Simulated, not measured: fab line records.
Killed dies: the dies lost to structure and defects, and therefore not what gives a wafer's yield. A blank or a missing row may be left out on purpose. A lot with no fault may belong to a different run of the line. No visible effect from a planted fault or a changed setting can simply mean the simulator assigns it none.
Matching of chambers :: flow n5Finfet :: rieDiel-04 running N5_BEOL_M1_ETCHBACK_99: 4 sister chambers
The step etches SiO2 in CHF3, target depth 5 nm, time 10.4 s. 4 wafers are shown with their chamber, then 7 later ones without.

== WAFERS WITH THEIR CHAMBER ==
wafer: L090.5
chamber: 2
throttleValvePct (%): 17.10

wafer: L090.6
chamber: 3
throttleValvePct (%): 16.91

wafer: L092.2
chamber: 0
throttleValvePct (%): 17.23

wafer: L092.3
chamber: 1
throttleValvePct (%): 17.49

== WAFERS WHOSE CHAMBER IS MISSING ==
wafer: L092.4
throttleValvePct (%): 17.11

wafer: L095.4
throttleValvePct (%): 17.23

wafer: L095.5
throttleValvePct (%): 17.46

wafer: L095.6
throttleValvePct (%): 17.09

wafer: L097.1
throttleValvePct (%): 17.25

wafer: L097.4
throttleValvePct (%): 16.92

wafer: L097.6
throttleValvePct (%): 17.24

== THE CHAMBER EACH PASSED THROUGH ==
wafer: L092.4
from the rows above: 2
in truth: 2

wafer: L095.4
from the rows above: 0
in truth: 0

wafer: L095.5
from the rows above: 1
in truth: 1

wafer: L095.6
from the rows above: 2
in truth: 2

wafer: L097.1
from the rows above: 0
in truth: 0

wafer: L097.4
from the rows above: 3
in truth: 3

wafer: L097.6
from the rows above: 0
in truth: 0
Placed correctly: 7 of 7. Can't be placed from these rows: 0. 0 placed wrongly.
How it was worked out, from the rows above alone: a wafer's distance from a chamber is the root of the sum, over the readings, of the square of ((its reading less the chamber's mean) divided by the reading's scatter). If the next closest chamber is less than 2 further off than the closest, the wafer can't be placed; otherwise it belongs to the closest. A chamber's mean is the mean of its shown wafers. The scatter (one wafer shown for each chamber): square how far every hidden wafer sits from the nearest shown wafer, average those squares and take the square root.
